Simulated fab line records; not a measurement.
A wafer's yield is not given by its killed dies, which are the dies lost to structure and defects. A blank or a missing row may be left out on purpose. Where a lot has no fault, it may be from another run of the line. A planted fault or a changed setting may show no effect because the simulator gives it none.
Chamber matching    flow nand harc    NHARC_A_ZERO_WELL_ETCH_19 on rie diel-12 has 4 sister chambers
The step etches the open film in N2/H2, target depth 80 nm, overetch 24 nm, time 87.88 s. 14 wafers are shown with their chamber, then 7 later ones without.

== WAFERS, EACH WITH ITS CHAMBER ==
wafer   chamber  showerhead plenum p Torr (Torr)  drypump motor current A (A)  rf vpp V (V)
L075.2  0        2.06                             5.9                          430.5
L075.4  3        1.90                             5.1                          426.6
L075.5  3        1.90                             5.1                          425.9
L078.1  0        2.06                             6.0                          431.5
L078.2  1        2.05                             5.7                          429.5
L078.4  3        1.90                             5.1                          425.2
L080.1  3        1.90                             5.1                          425.7
L080.5  3        1.90                             5.1                          425.8
L080.6  2        1.99                             5.5                          429.1
L084.1  2        1.98                             5.5                          429.3
L084.2  1        2.05                             5.6                          430.9
L084.6  0        2.06                             6.0                          431.6
L085.1  2        1.98                             5.6                          429.9
L085.5  2        1.98                             5.6                          429.7

SIGNATURES, as means of the wafers listed above
reading                   chamber 0  chamber 1  chamber 2  chamber 3  scatter within a chamber
showerhead plenum p Torr  2.0600     2.0500     1.9825     1.9000     0.00274
drypump motor current A   5.967      5.650      5.550      5.100      0.0465
rf vpp V                  431.200    430.200    429.500    425.840    0.56
Rule: for a wafer and a chamber, the distance is found by dividing, reading by reading, the gap between the wafer's reading and the chamber's mean by the reading's scatter, squaring, summing and taking the root. The wafer belongs to the nearest chamber; if the next one is less than 2 further off, it can't be placed. The scatter is the square root of a quotient: the sum, over the shown wafers, of each reading's squared deviation from its chamber's mean, divided by wafers minus chambers.

== WAFERS WITH NO CHAMBER GIVEN ==
wafer   showerhead plenum p Torr (Torr)  drypump motor current A (A)  rf vpp V (V)
L085.6  2.05                             5.6                          430.1
L088.1  2.06                             5.9                          432.1
L088.3  1.89                             5.1                          426.8
L088.4  1.98                             5.5                          430.6
L096.1  2.05                             5.7                          430.1
L096.5  1.98                             5.5                          429.1
L096.6  2.05                             5.7                          430.5

== WHICH CHAMBER EACH ONE RAN IN ==
wafer   from the rows above  in truth
L085.6  1                    1
L088.1  0                    0
L088.3  3                    3
L088.4  2                    2
L096.1  1                    1
L096.5  2                    2
L096.6  1                    1
Correctly placed: 7 of 7. Left unplaced by these rows: 0. Wrongly placed: 0.
